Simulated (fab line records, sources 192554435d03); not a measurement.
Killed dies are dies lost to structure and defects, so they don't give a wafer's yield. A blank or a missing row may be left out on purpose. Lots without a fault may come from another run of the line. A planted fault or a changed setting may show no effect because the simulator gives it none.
fab line records | flow n5_finfet | part 1 of 2: steps 1 to 23 of 29
record lots=5 wafers=15 last_day=16
route steps=1938 shown MOL_CONTACT_COAG@579
lots that met no fault: from a run of the same line without faults
start_h: hours from the record's first day to the start of the lot's first wafer shown | wait_h: hours since the lot's step before | " the same as in the row above | L1.1+2: a row that stands for several wafers | - no value, or no start given | * or withheld: withheld | < > ~ a bound
route shown NAME@n: a module of which the file shows steps, and the number in the route of the first | usual: mean/standard deviation of fault-free wafers | same: alike in all rows | chamber/n: place in a boat | sites: the reading at each site | _std_site: their standard deviation | _edge_site: outer sites' mean less inner sites' | radius_mm: how far each site lies from the wafer's centre | mask NAME#n: copy n | behind: the tool/chamber that last shaped the wafer | hold: why the lot was held/for how many hours/how that ended | device: the transistor (n, p or np) that didn't switch | end of line: the same wafers' tests at the end of the route | a step without rows: its recipe alone | killed: dies lost to structure and defects at the first sort, not the wafer's yield | map: a wafer's dies, x killed, . not, _ none there
set.NAME: the setting as run; set.NAME@STEP: as run at that earlier step | model.NAME: the simulator's own value behind a step, which no gauge read
lots at some steps of the route; a table a step, a row a wafer
services: from which hour (start_h, from the record's first day; less than 0 if before it) a tool's chamber was out of use, for how many hours, and why
## steps
# step N5_MOL_CONTACT_COAG_ALD_131
# recipe material=SiO2 target_thk_a=50 temp_c=100 ald_precursor_family=BDEAS ald_co_reactant=O2-plasma pulse_time_s=1 co_reactant_pulse_time_s=1 purge_time_s=2 co_reactant_purge_time_s=2 ald_cycles=35 pressure_torr=2
# usual heater_power_w=77/5.4 precursor_pulse_height_rel=1.001/0.021
# columns lot.wafer tool chamber start_h wait_h heater_power_w precursor_pulse_height_rel
L074.1 ald_sin-01 3 102.38 0.5 74 0.984
L074.2 " 0 " " 71 1.022
L074.6 " 1 " " 80 1.029
L079.4 ald_sin-03 0 130.88 0.1 74 1.006
L079.5 " 3 " " 82 0.997
L079.6 " 0 " " 75 1.018
L081.1 ald_sin-04 2 138.68 0.1 82 0.993
L081.3 " 1 " " 80 1.029
L081.6 " 3 " " 86 1.002
L092.1 ald_sin-03 2 210.21 0.2 73 1.004
L092.2 " 3 " " 83 1.000
L092.6 " 0 " " 77 1.007
L096.1 ald_sin-04 0 238.03 0.1 83 1.033
L096.4 " 2 " " 79 0.965
L096.5 " 3 " " 90 1.040
# step N5_MOL_CONTACT_COAG_ETCHBACK_132
# recipe chemistry=CHF3 target=SiO2 target_depth_a=100 time_s=6.7 ion_energy_ev=200 pressure_mtorr=30 source_w=610 bias_w=170 Ar_flow_sccm=200 CHF3_flow_sccm=50
# usual drypump_motor_current_A=5.73/0.3 oes_product_au=0.78/0.087 rf_vpp_V=516/10 showerhead_plenum_p_Torr=2.38/0.097 throttle_valve_pct=18.76/0.19
# columns lot.wafer tool chamber start_h wait_h drypump_motor_current_A oes_product_au rf_hours_counter_h rf_vpp_V showerhead_plenum_p_Torr throttle_valve_pct
L074.1 rie_diel-05 3 102.56 0.1 5.80 0.86 47 519 2.52 18.47
L074.2 " 1 " " 5.81 0.73 151 516 2.48 18.76
L074.6 " 0 " " 6.28 0.70 - 541 2.46 18.86
L079.4 rie_diel-02 2 131.13 0.2 5.38 0.82 61 521 2.34 18.76
L079.5 " 2 " " 5.35 0.83 - 520 2.34 18.75
L079.6 " 1 " " 5.67 0.68 - 501 2.25 19.07
L081.1 rie_diel-01 1 138.86 0.1 5.73 0.72 172 510 2.47 18.79
L081.3 " 2 " " 6.02 0.71 224 511 2.27 18.87
L081.6 " 1 " " 5.73 0.72 - 508 2.47 18.78
L092.1 rie_diel-05 2 210.39 0.1 5.61 0.76 152 521 2.25 18.70
L092.2 " 3 " " 5.80 0.83 84 517 2.51 18.53
L092.6 " 1 " " 5.79 0.72 - 514 2.47 18.81
L096.1 rie_diel-01 0 238.38 0.3 6.08 0.87 45 510 2.35 18.96
L096.4 " 3 " " 5.15 0.81 97 503 2.38 18.44
L096.5 " 1 " " 5.77 0.69 - 507 2.46 18.84
# step N5_MOL_CONTACT_COAG_ETCH_91
# recipe chemistry=N2/H2 target=SOC target_depth_a=600 overetch_a=210 mask_material=SiARC temp_c=40 time_s=101.2 ion_energy_ev=200 pressure_mtorr=30 source_w=840 bias_w=150 n2_flow_sccm=200 h2_flow_sccm=200
# usual drypump_motor_current_A=5.73/0.3 h2_flow_sccm=200.0/0.61 oes_product_au=0.65/0.07 rf_vpp_V=524/3.1 showerhead_plenum_p_Torr=2.54/0.11 throttle_valve_pct=17.89/0.24
# columns lot.wafer tool chamber start_h wait_h drypump_motor_current_A h2_flow_sccm oes_product_au rf_hours_counter_h rf_vpp_V showerhead_plenum_p_Torr throttle_valve_pct
L074.1 rie_diel-05 3 102.60 0.0 5.82 200.2 0.72 47 530 2.70 17.56
L074.2 " 1 " " 5.78 200.6 0.62 151 527 2.68 18.12
L074.6 " 0 " " 6.30 198.6 0.60 - 525 2.65 18.23
L079.4 rie_diel-02 2 131.17 0.0 5.37 200.4 0.69 61 521 2.46 17.62
L079.5 " 2 " " 5.37 200.0 0.69 - 521 2.46 17.63
L079.6 " 1 " " 5.68 200.2 0.56 - 520 2.41 18.36
L081.1 rie_diel-01 1 138.89 0.0 5.76 199.2 0.61 172 528 2.61 17.71
L081.3 " 2 " " 6.00 199.4 0.58 224 521 2.41 17.93
L081.6 " 1 " " 5.77 200.5 0.61 - 528 2.61 17.69
L092.1 rie_diel-05 2 210.42 0.0 5.61 200.2 0.64 153 521 2.44 17.97
L092.2 " 3 " " 5.80 199.6 0.68 84 529 2.68 17.63
L092.6 " 1 " " 5.82 200.6 0.60 - 526 2.66 18.16
L096.1 rie_diel-01 0 238.42 0.0 6.10 199.7 0.73 45 524 2.49 18.07
L096.4 " 3 " " 5.16 200.3 0.67 97 525 2.55 17.52
L096.5 " 1 " " 5.77 200.3 0.59 - 526 2.59 17.75
# step N5_MOL_CONTACT_COAG_STRIP_92
# recipe chemistry=N2/H2 temp_c=40 n2_flow_sccm=200 h2_flow_sccm=200 rf_frequency_hz=6e+07
# columns lot.wafer tool chamber start_h wait_h
L074.1+2+6 rie_diel-05 3,1,0 102.67 0.0
L079.4+5+6 rie_diel-02 2,2,1 131.24 0.0
L081.1+3+6 rie_diel-01 1,2,1 138.96 0.0
L092.1+2+6 rie_diel-05 2,3,1 210.49 0.0
L096.1+4+5 rie_diel-01 0,3,1 238.49 0.0
# step N5_MOL_CONTACT_COAG_STRIP_93
# recipe chemistry=N2/H2 temp_c=40 n2_flow_sccm=200 h2_flow_sccm=200 rf_frequency_hz=6e+07
# columns lot.wafer tool chamber start_h wait_h
L074.1+2+6 rie_diel-05 3,1,0 102.68 0.0
L079.4+5+6 rie_diel-02 2,2,1 131.25 0.0
L081.1+3+6 rie_diel-01 1,2,1 138.97 0.0
L092.1+2+6 rie_diel-05 2,3,1 210.50 0.0
L096.1+4+5 rie_diel-01 0,3,1 238.50 0.0
# step N5_MOL_CONTACT_COAG_ETCHBACK_135
# recipe chemistry=CHF3 target=SiO2 target_depth_a=250 time_s=16.7 ion_energy_ev=200 pressure_mtorr=30 source_w=610 bias_w=170 Ar_flow_sccm=200 CHF3_flow_sccm=50
# usual drypump_motor_current_A=5.7/0.3 oes_product_au=0.78/0.087 rf_vpp_V=516/10 showerhead_plenum_p_Torr=2.38/0.097 throttle_valve_pct=18.76/0.19
# columns lot.wafer tool chamber start_h wait_h drypump_motor_current_A oes_product_au rf_hours_counter_h rf_vpp_V showerhead_plenum_p_Torr throttle_valve_pct
L074.1 rie_diel-05 3 102.69 0.0 5.8 0.87 47 520 2.52 18.48
L074.2 " 1 " " 5.8 0.74 151 517 2.48 18.76
L074.6 " 0 " " 6.3 0.71 - 543 2.46 18.86
L079.4 rie_diel-02 2 131.26 0.0 5.4 0.83 61 521 2.34 18.76
L079.5 " 2 " " 5.4 0.82 - 522 2.34 18.74
L079.6 " 1 " " 5.7 0.67 - 504 2.25 19.07
L081.1 rie_diel-01 1 138.98 0.0 5.8 0.72 172 509 2.47 18.78
L081.3 " 2 " " 6.0 0.71 224 512 2.27 18.85
L081.6 " 1 " " 5.8 0.72 - 510 2.47 18.76
L092.1 rie_diel-05 2 210.51 0.0 5.6 0.76 153 520 2.25 18.71
L092.2 " 3 " " 5.8 0.82 84 520 2.51 18.53
L092.6 " 1 " " 5.8 0.71 - 516 2.47 18.82
L096.1 rie_diel-01 0 238.51 0.0 6.1 0.87 45 511 2.35 18.97
L096.4 " 3 " " 5.2 0.81 97 502 2.38 18.44
L096.5 " 1 " " 5.8 0.69 - 511 2.46 18.85
# step N5_MOL_CONTACT_COAG_STRIP_118
# recipe chemistry=CHF3 resist=SiARC rf_frequency_hz=6e+07
# columns lot.wafer tool chamber start_h wait_h
L074.1+2+6 rie_diel-05 3,1,0 102.71 0.0
L079.4+5+6 rie_diel-02 2,2,1 131.28 0.0
L081.1+3+6 rie_diel-01 1,2,1 139.01 0.0
L092.1+2+6 rie_diel-05 2,3,1 210.53 0.0
L096.1+4+5 rie_diel-01 0,3,1 238.53 0.0
# step N5_MOL_CONTACT_COAG_VIA_ETCH_46
# recipe chemistry=C4F6/O2 target_depth_a=460 overetch_a=92 mask_material=SOC target=SiO2 bias_w=455 pressure_mtorr=10 time_s=40 source_w=325 Ar_flow_sccm=300 C4F6_flow_sccm=10 O2_flow_sccm=10 ion_energy_ev=575.3 ends=end_point
# usual O2_flow_sccm=10.00/0.033 drypump_motor_current_A=5.7/0.3 oes_product_au=0.70/0.076 rf_vpp_V=1564/28 showerhead_plenum_p_Torr=2.84/0.12 throttle_valve_pct=41.1/0.69
# columns lot.wafer tool chamber start_h wait_h O2_flow_sccm drypump_motor_current_A oes_product_au rf_hours_counter_h rf_vpp_V showerhead_plenum_p_Torr throttle_valve_pct
L074.1 rie_diel-05 3 102.72 0.0 10.00 5.8 0.77 47 1576 3.01 40.7
L074.2 " 1 " " 9.96 5.8 0.67 151 1568 2.97 41.9
L074.6 " 0 " " 10.01 6.3 0.65 - 1636 2.94 41.4
L079.4 rie_diel-02 2 131.29 0.0 10.01 5.4 0.74 61 1579 2.80 41.5
L079.5 " 2 " " 9.97 5.4 0.74 - 1578 2.80 41.5
L079.6 " 1 " " 9.98 5.7 0.61 - 1529 2.69 41.8
L081.1 rie_diel-01 1 139.02 0.0 9.97 5.8 0.65 172 1547 2.96 41.3
L081.3 " 2 " " 10.08 6.0 0.61 224 1554 2.71 41.2
L081.6 " 1 " " 9.92 5.8 0.65 - 1547 2.96 41.4
L092.1 rie_diel-05 2 210.54 0.0 10.00 5.6 0.66 153 1574 2.68 40.2
L092.2 " 3 " " 9.99 5.9 0.73 84 1575 3.00 40.8
L092.6 " 1 " " 10.03 5.8 0.65 - 1566 2.95 41.9
L096.1 rie_diel-01 0 238.54 0.0 10.01 6.1 0.78 45 1549 2.80 41.8
L096.4 " 3 " " 9.99 5.2 0.71 97 1524 2.84 40.5
L096.5 " 1 " " 9.98 5.7 0.64 - 1546 2.94 41.4
# step N5_MOL_CONTACT_COAG_STRIP_96
# recipe chemistry=N2/H2 power_w=500 temp_c=40 pressure_mtorr=50 rf_frequency_hz=6e+07 overash_fraction=0.3 bias_power_w=28 h2_frac=0.5 n2_flow_sccm=300 h2_flow_sccm=300
# usual drypump_motor_current_A=5.7/0.3 h2_flow_sccm=300.0/0.84 oes_product_au=0.78/0.091 rf_vpp_V=121.7/1.4 showerhead_plenum_p_Torr=3.36/0.14 throttle_valve_pct=19.1/0.47
# columns lot.wafer tool chamber start_h wait_h drypump_motor_current_A h2_flow_sccm oes_product_au rf_hours_counter_h rf_vpp_V showerhead_plenum_p_Torr throttle_valve_pct
L074.1 rie_diel-05 3 102.79 0.0 5.8 300.5 0.88 47 123.0 3.56 18.6
L074.2 " 1 " " 5.8 301.0 0.71 151 124.6 3.53 19.6
L074.6 " 0 " " 6.3 299.6 0.69 - 123.1 3.49 20.0
L079.4 rie_diel-02 2 131.36 0.0 5.4 299.6 0.84 61 122.0 3.25 18.7
L079.5 " 2 " " 5.4 299.6 0.83 - 121.2 3.25 18.7
L079.6 " 1 " " 5.7 299.0 0.69 - 120.6 3.19 19.9
L081.1 rie_diel-01 1 139.08 0.0 5.8 299.6 0.72 172 122.1 3.44 18.7
L081.3 " 2 " " 6.0 298.6 0.69 224 121.1 3.19 19.0
L081.6 " 1 " " 5.8 301.1 0.72 - 124.0 3.44 18.8
L092.1 rie_diel-05 2 210.61 0.0 5.6 298.6 0.76 153 123.5 3.22 18.9
L092.2 " 3 " " 5.8 300.1 0.85 84 123.4 3.53 18.7
L092.6 " 1 " " 5.8 300.0 0.70 - 122.2 3.51 19.7
L096.1 rie_diel-01 0 238.61 0.0 6.1 298.7 0.89 45 120.7 3.30 19.2
L096.4 " 3 " " 5.2 300.0 0.80 97 122.6 3.37 18.5
L096.5 " 1 " " 5.8 300.9 0.70 - 120.5 3.42 18.8
# step N5_MOL_CONTACT_COAG_ETCH_47
# recipe chemistry=CH3F/O2 target=SiNx target_depth_a=270 mask_material=SiO2 stop_on=W over_etch_frac=0.2 ion_energy_ev=120 endpoint=OES-CN pressure_mtorr=30 source_w=395 bias_w=73 Ar_flow_sccm=150 CH3F_flow_sccm=30 O2_flow_sccm=20 ends=end_point
# usual O2_flow_sccm=20.00/0.066 drypump_motor_current_A=5.7/0.3 etch_rf_on_time_s=31.1/0.62 oes_product_au=0.70/0.077 rf_vpp_V=293/5.7 showerhead_plenum_p_Torr=2.00/0.085 throttle_valve_pct=16.39/0.18
# columns lot.wafer tool chamber start_h wait_h O2_flow_sccm drypump_motor_current_A etch_rf_on_time_s oes_product_au rf_hours_counter_h rf_vpp_V showerhead_plenum_p_Torr throttle_valve_pct
L074.1 rie_diel-05 3 102.83 0.0 20.05 5.8 30.9 0.77 47 295 2.13 16.11
L074.2 " 1 " " 20.03 5.8 31.5 0.65 151 293 2.09 16.40
L074.6 " 0 " " 20.08 6.3 31.6 0.63 - 307 2.07 16.47
L079.4 rie_diel-02 2 131.40 0.0 19.96 5.4 30.8 0.73 61 296 1.97 16.33
L079.5 " 2 " " 20.05 5.4 31.0 0.74 - 295 1.97 16.35
L079.6 " 1 " " 19.98 5.7 30.8 0.60 - 284 1.89 16.71
L081.1 rie_diel-01 1 139.12 0.0 20.05 5.8 31.8 0.64 172 290 2.08 16.41
L081.3 " 2 " " 19.98 6.0 30.4 0.63 224 292 1.91 16.54
L081.6 " 1 " " 20.01 5.8 31.7 0.64 - 291 2.08 16.39
L092.1 rie_diel-05 2 210.65 0.0 19.94 5.6 31.3 0.68 153 297 1.89 16.36
L092.2 " 3 " " 20.01 5.8 31.4 0.73 84 296 2.12 16.19
L092.6 " 1 " " 19.92 5.8 31.7 0.63 - 295 2.08 16.45
L096.1 rie_diel-01 0 238.65 0.0 20.01 6.1 31.2 0.77 45 289 1.97 16.56
L096.4 " 3 " " 20.04 5.2 30.6 0.72 97 285 2.00 16.08
L096.5 " 1 " " 20.02 5.8 31.9 0.61 - 288 2.07 16.48
# step N5_MOL_CONTACT_COAG_STRIP_119
# recipe chemistry=N2/H2 time_s=30 power_w=1000 temp_c=250 pressure_mtorr=withheld n2_flow_sccm=1750 h2_flow_sccm=3250
# usual drypump_motor_current_A=5.87/0.23 h2_flow_sccm=3250/10 heater_power_w=363/36
# columns lot.wafer tool chamber start_h wait_h drypump_motor_current_A h2_flow_sccm heater_power_w rf_hours_counter_h
L074.1 plasma_asher-02 1 102.95 0.1 5.64 3255 398 96
L074.2 " 0 " " 5.87 3252 313 96
L074.6 " 1 " " 5.64 3254 396 -
L079.4 plasma_asher-02 1 131.50 0.1 5.64 3257 391 -
L079.5 " 1 " " 5.62 3241 398 -
L079.6 " 0 " " 5.88 3260 311 -
L081.1 plasma_asher-01 0 139.20 0.1 6.22 3250 400 50
L081.3 " 0 " " 6.26 3254 392 -
L081.6 " 0 " " 6.21 3245 403 -
L092.1 plasma_asher-02 0 210.73 0.1 5.84 3248 311 117
L092.2 " 1 " " 5.60 3262 410 117
L092.6 " 1 " " 5.61 3261 390 -
L096.1 plasma_asher-02 1 238.73 0.1 5.61 3238 394 121
L096.4 " 0 " " 5.89 3255 306 -
L096.5 " 0 " " 5.87 3252 307 -
# step N5_MOL_CONTACT_COAG_PRECLEAN_144
# recipe chemistry=alkaline_clean temp_c=60 time_s=60 do_ppb=50
# columns lot.wafer tool chamber start_h wait_h
L074.1+2+6 wet_bench-01 2,7,5 103.04 0.1
L079.4+5+6 wet_bench-02 2,0,6 131.57 0.0
L081.1+3+6 wet_bench-02 3,0,5 139.29 0.1
L092.1+2+6 wet_bench-02 7,3,0 210.82 0.1
L096.1+4+5 wet_bench-01 0,3,5 238.82 0.1
# step N5_MOL_CONTACT_COAG_SRD_145
# recipe dry=ipa_marangoni time_s=30 temp_c=23 rinse_liquid=diw
# columns lot.wafer tool chamber start_h wait_h
L074.1+2+6 wet_bench-01 2,7,5 103.06 0.0
L079.4+5+6 wet_bench-02 2,0,6 131.59 0.0
L081.1+3+6 wet_bench-02 3,0,5 139.33 0.0
L092.1+2+6 wet_bench-02 7,3,0 210.84 0.0
L096.1+4+5 wet_bench-01 0,3,5 238.84 0.0
# step N5_MOL_CONTACT_COAG_CD_MEAS_137
# recipe target_cd_nm=16
# usual cd_nm=16.0/0.38
# columns lot.wafer tool chamber start_h wait_h cd_nm
L074.1 cd_sem-02 - 103.10 0.0 16.3
L074.2 " - " " 15.7
L074.6 " - " " 15.7
L079.4 cd_sem-01 - 131.63 0.0 15.9
L079.5 " - " " 15.9
L079.6 " - " " 16.0
L081.1 cd_sem-02 - 139.39 0.0 16.3
L081.3 " - " " 15.3
L081.6 " - " " 16.0
L092.1 cd_sem-03 - 210.88 0.0 15.9
L092.2 " - " " 16.0
L092.6 " - " " 16.2
L096.1 cd_sem-02 - 238.88 0.0 16.4
L096.4 " - " " 16.2
L096.5 " - " " 15.8
# step N5_MOL_CONTACT_COAG_COAT_62
# recipe resist=SOC temp_c=250 time_s=60 spin_rpm=1500 resist_thk_nm=60
# columns lot.wafer tool chamber start_h wait_h
L074.1+2+6 litho_track-04 0 103.14 0.0
L079.4+5+6 litho_track-03 0 131.66 0.0
L081.1+3+6 litho_track-05 0 139.42 0.0
L092.1+2+6 litho_track-04 0 210.91 0.0
L096.1+4+5 litho_track-03 0 238.91 0.0
# step N5_MOL_CONTACT_COAG_COAT_63
# recipe resist=SiARC temp_c=220 time_s=60 spin_rpm=1500 resist_thk_nm=10
# columns lot.wafer tool chamber start_h wait_h
L074.1+2+6 litho_track-04 0 - -
L079.4+5+6 litho_track-03 0 - -
L081.1+3+6 litho_track-05 0 - -
L092.1+2+6 litho_track-04 0 - -
L096.1+4+5 litho_track-03 0 - -
# step N5_MOL_CONTACT_COAG_COAT_64
# recipe resist=underlayer temp_c=205 time_s=60 spin_rpm=1500 resist_thk_nm=10
# columns lot.wafer tool chamber start_h wait_h
L074.1+2+6 litho_track-04 0 - -
L079.4+5+6 litho_track-03 0 - -
L081.1+3+6 litho_track-05 0 - -
L092.1+2+6 litho_track-04 0 - -
L096.1+4+5 litho_track-03 0 - -
# step N5_MOL_CONTACT_COAG_COAT_34
# recipe resist=CAR-EUV spin_rpm=1500 resist_thk_nm=40
# columns lot.wafer tool chamber start_h wait_h
L074.1+2+6 litho_track-04 0 - -
L079.4+5+6 litho_track-03 0 - -
L081.1+3+6 litho_track-05 0 - -
L092.1+2+6 litho_track-04 0 - -
L096.1+4+5 litho_track-03 0 - -
# step N5_MOL_CONTACT_COAG_EBR_36
# recipe solvent=PGMEA ebr_width_mm=1.5
# columns lot.wafer tool chamber start_h wait_h
L074.1+2+6 litho_track-04 0 - -
L079.4+5+6 litho_track-03 0 - -
L081.1+3+6 litho_track-05 0 - -
L092.1+2+6 litho_track-04 0 - -
L096.1+4+5 litho_track-03 0 - -
# step N5_MOL_CONTACT_COAG_SOFTBAKE_35
# recipe temp_c=110 time_s=60 resist=CAR-EUV
# columns lot.wafer tool chamber start_h wait_h
L074.1+2+6 litho_track-04 0 - -
L079.4+5+6 litho_track-03 0 - -
L081.1+3+6 litho_track-05 0 - -
L092.1+2+6 litho_track-04 0 - -
L096.1+4+5 litho_track-03 0 - -
# step N5_MOL_CONTACT_COAG_EXPOSE_37
# recipe mask_id=VD na=0.33 source_shape=annular sigma_inner=0.3 sigma_outer=0.7 polarization=unpolarized defocus_nm=0 dose_mj=62
# columns lot.wafer tool chamber start_h wait_h mask
L074.1+2+6 euv_scanner-02 0 103.27 - VD#0
L079.4+5+6 euv_scanner-01 0 131.83 - VD#0
L081.1+3+6 euv_scanner-01 0 139.56 - VD#0
L092.1+2+6 euv_scanner-01 0 211.17 - VD#0
L096.1+4+5 euv_scanner-02 0 239.05 - VD#0
# step N5_MOL_CONTACT_COAG_PEB_38
# recipe peb_temp_c=100 peb_time_s=60 resist=CAR-EUV
# same peb_time_s=60
# columns lot.wafer tool chamber start_h wait_h
L074.1+2+6 litho_track-04 0 103.35 0.1
L079.4+5+6 litho_track-03 0 131.88 0.0
L081.1+3+6 litho_track-04 0 139.64 0.1
L092.1+2+6 litho_track-03 0 211.25 0.1
L096.1+4+5 litho_track-03 0 239.13 0.1
# step N5_MOL_CONTACT_COAG_DEVELOP_39
# recipe develop_time_s=30 developer=TMAH resist=CAR-EUV rinse_liquid=surfactant_rinse dry=air_spin dev_temp_c=23
# same develop_time_s=30
# columns lot.wafer tool chamber start_h wait_h
L074.1+2+6 litho_track-04 0 - -
L079.4+5+6 litho_track-03 0 - -
L081.1+3+6 litho_track-04 0 - -
L092.1+2+6 litho_track-03 0 - -
L096.1+4+5 litho_track-03 0 - -
